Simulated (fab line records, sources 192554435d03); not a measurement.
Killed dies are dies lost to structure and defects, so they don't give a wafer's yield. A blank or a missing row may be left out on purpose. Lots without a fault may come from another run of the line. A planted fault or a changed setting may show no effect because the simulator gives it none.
A struck lot beside a sound one | flow n5_finfet | 18 steps out of a route of 1938
Sound: wafers L440.1, L440.2, L440.4. Struck: wafers L450.1, L450.2, L450.5. The cause comes at the end.
At each step with rows: each side's tool, then ch and its chambers, then its first start. Under that, the readings that differ: sound wafers | struck wafers | difference of the means | sigmas: that difference in standard deviations of wafers without a fault.
alike: readings whose means differ by less than 2 such deviations, and words and numbers that are the same on both sides. not compared: withheld readings, readings that some wafer has no value for, bounds like >300 that may hide the same value, and numbers for which the record gives no deviation and whose values overlap.
The two part at a step that has a row with sigmas, a row that says differs or no value, or rows on one side only. Numbers that don't overlap but have no deviation are shown without sigmas and don't part them. A reading that every wafer of one side lacks parts them only if that side has two wafers or more.

N5_BEOL_M10_ETCH_61: etches SiARC in CF4, target depth 39 nm, time 65 s.
  sound on rie_diel-06 ch 0,2,3, day 10 06:10; struck on rie_diel-01 ch 0,1,3, day 14 01:00
  alike: drypump_motor_current_A, etch_rf_on_time_s, oes_product_au, rf_vpp_V, showerhead_plenum_p_Torr, throttle_valve_pct
  not compared: rf_hours_counter_h
N5_BEOL_M10_ETCH_62: etches SOC in N2/H2, target depth 110 nm, overetch 22 nm, time 165 s.
  sound on rie_diel-06 ch 0,2,3, day 10 06:13; struck on rie_diel-01 ch 0,1,3, day 14 01:03
  alike: drypump_motor_current_A, oes_product_au, rf_vpp_V, showerhead_plenum_p_Torr, throttle_valve_pct
  not compared: rf_hours_counter_h
then, 1 step without rows for these wafers: N5_BEOL_M10_STRIP_68 (strips in N2/H2).
N5_BEOL_M10_STRIP_67: strips in CF4.
  sound on rie_diel-06 ch 0,2,3, day 10 06:22; struck on rie_diel-01 ch 0,1,3, day 14 01:12
  alike: drypump_motor_current_A, oes_product_au, rf_vpp_V, showerhead_plenum_p_Torr, throttle_valve_pct
  not compared: rf_hours_counter_h
N5_BEOL_M10_HM_OPEN_17: chemistry Cl2/BCl3, target TiN, target depth 20 nm, overetch 6 nm.
  sound on rie_metal-01 ch 0,1, day 10 06:25; struck on rie_metal-01 ch 0,1, day 14 01:14
  alike: drypump_motor_current_A, oes_ar_750_au, oes_product_au, throttle_valve_pct
  not compared: rf_hours_counter_h
N5_BEOL_M10_STRIP_19: strips in O2.
  sound on rie_diel-06 ch 0,2,3, day 10 06:31; struck on rie_diel-02 ch 0,3, day 14 01:23
  alike: drypump_motor_current_A, oes_product_au, rf_vpp_V, showerhead_plenum_p_Torr, throttle_valve_pct
  not compared: rf_hours_counter_h
N5_BEOL_M10_CD_MEAS_18: pitch 140 nm, target cd 70 nm.
  sound on cd_sem-03, day 10 06:35; struck on cd_sem-03, day 14 01:27
  alike: cd_nm
then, 5 steps without rows for these wafers: N5_BEOL_M10_COAT_63 (time 60 s, resist thk 100 nm); N5_BEOL_M10_COAT_64 (time 60 s, resist thk 30 nm); N5_BEOL_M10_COAT_22 (resist thk 90 nm); N5_BEOL_M10_EBR_24; N5_BEOL_M10_SOFTBAKE_23 (time 60 s).
N5_BEOL_M10_EXPOSE_25: exposes mask V9.
  sound on arfi_scanner-02 ch 0, day 10 06:52; struck on arfi_scanner-02 ch 0, day 14 02:55
  reading                          | sound          | struck | difference | sigmas
  model.BEOL_M10.overlay_x_nm (nm) | -0.8 -0.8 -0.8 | 8 8 8  | +9         |
  alike: mask
then, 2 steps without rows for these wafers: N5_BEOL_M10_PEB_26 (peb time 60 s); N5_BEOL_M10_DEVELOP_27 (develop time 30 s).
N5_BEOL_M10_CD_MEAS_28: target cd 70 nm.
  sound on cd_sem-02 ch 0, day 10 07:00; struck on cd_sem-02 ch 0, day 14 03:03
  alike: cd_nm
N5_BEOL_M10_OVL_MEAS_29:
  sound on overlay-01 ch 0, day 10 07:02; struck on overlay-02 ch 0, day 14 03:05
  reading     | sound        | struck      | difference | sigmas
  V9_OVL (nm) | -0.4 0.0 0.0 | 8.0 7.3 7.6 | +7.8       | +10
N5_BEOL_M10_INSPECT_30: inspects for defects (brightfield).
  sound on defect_inspect-02, day 10 07:03; struck on defect_inspect-01, day 14 03:06
  alike: raw_defect_count

WHERE THEY PART
Only at N5_BEOL_M10_OVL_MEAS_29, within this record. Later steps at which nothing parts them and some readings are alike: N5_BEOL_M10_INSPECT_30.

WHY: what the simulator had put in
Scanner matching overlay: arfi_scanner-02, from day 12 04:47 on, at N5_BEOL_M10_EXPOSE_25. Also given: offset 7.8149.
